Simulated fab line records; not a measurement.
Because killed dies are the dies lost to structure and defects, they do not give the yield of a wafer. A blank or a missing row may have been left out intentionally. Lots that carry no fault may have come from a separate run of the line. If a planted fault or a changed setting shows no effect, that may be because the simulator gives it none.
Which tool is to blame?    flow n5 finfet    66 wafers from 22 lots sampled at 3 of the route's 1938 steps

WHAT THE GAUGES SHOWED, per wafer
N5_BEOL_M8_CD_MEAS_11 targets a cd of 38.5 nm. Usual: cd nm at 38.5 nm, with a standard deviation of 0.57.
lot   measured      on         cd nm (nm)      flag
L074  day 9 07:10   cd sem-01  37.3 38.3 38.0  
L075  day 9 07:32   cd sem-01  37.4 39.3 37.8  
L076  day 9 19:19   cd sem-02  38.6 38.9 37.9  
L077  day 9 23:07   cd sem-01  37.7 37.7 37.1  
L079  day 10 07:12  cd sem-03  38.1 38.0 38.3  
L078  day 10 09:20  cd sem-02  37.9 38.3 37.2  
L080  day 10 15:26  cd sem-01  38.8 39.2 38.3  
L082  day 10 16:10  cd sem-02  38.5 38.8 38.2  
L081  day 10 18:22  cd sem-01  39.3 39.7 39.5  
L083  day 10 21:22  cd sem-02  38.9 38.3 39.1  
L084  day 11 15:47  cd sem-02  38.7 38.4 39.0  
L085  day 12 06:28  cd sem-03  38.8 38.9 38.4  
L086  day 12 06:44  cd sem-03  38.1 38.3 38.7  
L088  day 12 11:37  cd sem-02  39.1 38.7 38.9  
L089  day 12 17:25  cd sem-03  38.7 38.4 37.6  
L090  day 13 06:54  cd sem-01  39.0 37.9 38.1  
L092  day 13 09:53  cd sem-01  37.7 38.9 38.9  
L093  day 13 23:59  cd sem-03  39.1 38.5 38.9  
L094  day 14 09:54  cd sem-01  39.1 38.5 39.4  
L095  day 14 15:19  cd sem-01  39.0 38.9 38.4  
L096  day 14 15:31  cd sem-01  38.0 38.1 38.4  
L097  day 14 17:55  cd sem-01  39.3 39.6 39.1  

N5_BEOL_M8_INSPECT_13: inspects for defects (brightfield). Usual: raw defect count at 446, with a standard deviation of 98.
lot   measured      on                 raw defect count  flag
L074  day 9 07:13   defect inspect-01  578 642 455       
L075  day 9 07:36   defect inspect-01  511 578 432       
L076  day 9 19:22   defect inspect-02  408 332 277       
L077  day 9 23:10   defect inspect-01  443 428 423       
L079  day 10 07:15  defect inspect-02  289 397 356       
L078  day 10 09:23  defect inspect-01  347 461 271       
L080  day 10 15:29  defect inspect-01  577 371 455       
L082  day 10 16:13  defect inspect-01  409 428 328       
L081  day 10 18:25  defect inspect-02  494 364 594       
L083  day 10 21:25  defect inspect-02  438 512 388       
L084  day 11 15:51  defect inspect-02  427 331 409       
L085  day 12 06:31  defect inspect-01  396 390 545       
L086  day 12 06:47  defect inspect-01  660 400 498       
L088  day 12 11:42  defect inspect-02  480 435 432       
L089  day 12 17:28  defect inspect-01  420 451 402       
L090  day 13 06:58  defect inspect-02  489 390 518       
L092  day 13 09:56  defect inspect-01  391 415 449       
L093  day 14 00:03  defect inspect-01  437 582 522       
L094  day 14 09:58  defect inspect-01  534 393 644       
L095  day 14 15:22  defect inspect-01  501 530 329       
L096  day 14 15:35  defect inspect-02  431 551 651       
L097  day 14 17:59  defect inspect-01  475 446 448       

WHAT TOOL EACH LOT RAN ON (gives the tool, then ch and the chambers of the sampled wafers, and finally the start)
lot   N5_BEOL_M8_CURE_74
L074  uv cure-01 ch 2, day 9 04:49
L075  uv cure-02 ch 2, day 9 05:31
L076  uv cure-03 ch 2, day 9 17:16
L077  uv cure-03 ch 2, day 9 21:35
L079  uv cure-03 ch 1, day 10 05:23
L078  uv cure-01 ch 2, day 10 07:20
L080  uv cure-03 ch 2, day 10 13:38
L082  uv cure-02 ch 2, day 10 14:22
L081  uv cure-01 ch 2, day 10 16:36
L083  uv cure-03 ch 1, day 10 18:19
L084  uv cure-01 ch 2, day 11 13:54
L085  uv cure-01 ch 1, day 12 05:20
L086  uv cure-01 ch 1, day 12 05:46
L088  uv cure-03 ch 0, day 12 08:01
L089  uv cure-02 ch 2, day 12 14:14
L090  uv cure-03 ch 1, day 13 05:13
L092  uv cure-02 ch 1, day 13 06:30
L093  uv cure-03 ch 0, day 13 22:08
L094  uv cure-01 ch 2, day 14 08:16
L095  uv cure-03 ch 0, day 14 12:20
L096  uv cure-02 ch 2, day 14 13:20
L097  uv cure-01 ch 0, day 14 15:55
- N5_BEOL_M8_CURE_74: cures SiCOH lowk, time 240 s.

WHAT THE TOOLS THEMSELVES READ (means of the sampled wafers that have a number; where no wafer has one, the mark that the record gives instead)
N5_BEOL_M8_CURE_74. Usual: lamp power pct 52.32 %, standard deviation 0.057; wafer_temp_C_max 386.7, standard deviation 0.56.
lot   tool        lamp power pct (%)  wafer_temp_C_max  flag
L074  uv cure-01  52.31               386.1             
L075  uv cure-02  52.34               386.8             
L076  uv cure-03  52.30               387.4             
L077  uv cure-03  52.36               387.2             
L079  uv cure-03  52.33               386.4             
L078  uv cure-01  52.31               386.2             
L080  uv cure-03  52.28               386.7             
L082  uv cure-02  52.27               387.0             
L081  uv cure-01  52.28               386.9             
L083  uv cure-03  52.33               386.4             
L084  uv cure-01  52.33               386.0             
L085  uv cure-01  52.35               387.4             
L086  uv cure-01  52.31               387.2             
L088  uv cure-03  52.34               386.4             
L089  uv cure-02  52.31               387.6             
L090  uv cure-03  52.31               386.3             
L092  uv cure-02  52.27               386.5             
L093  uv cure-03  52.38               386.5             
L094  uv cure-01  52.36               386.3             
L095  uv cure-03  52.36               386.9             
L096  uv cure-02  52.39               387.0             
L097  uv cure-01  52.32               387.4             

THE ANSWER, worked out from the rows above alone
Rule: lot off if the mean of its wafers having a number is beyond 3 standard deviations from the usual mean. Also off: a lot with no number at a reading for which 4 or more lots have one. Any other lot the step has rows for is counted as sound. First the gauges in route order, then the tools' own readings, where a lot's mean is used as printed above. At the first step where some lot is off, the reading lying furthest off is the one used; lots without a number count as furthest.
No lot is off on any of the readings shown, so nothing can be concluded from this.

WHAT WAS PUT IN BY THE SIMULATOR
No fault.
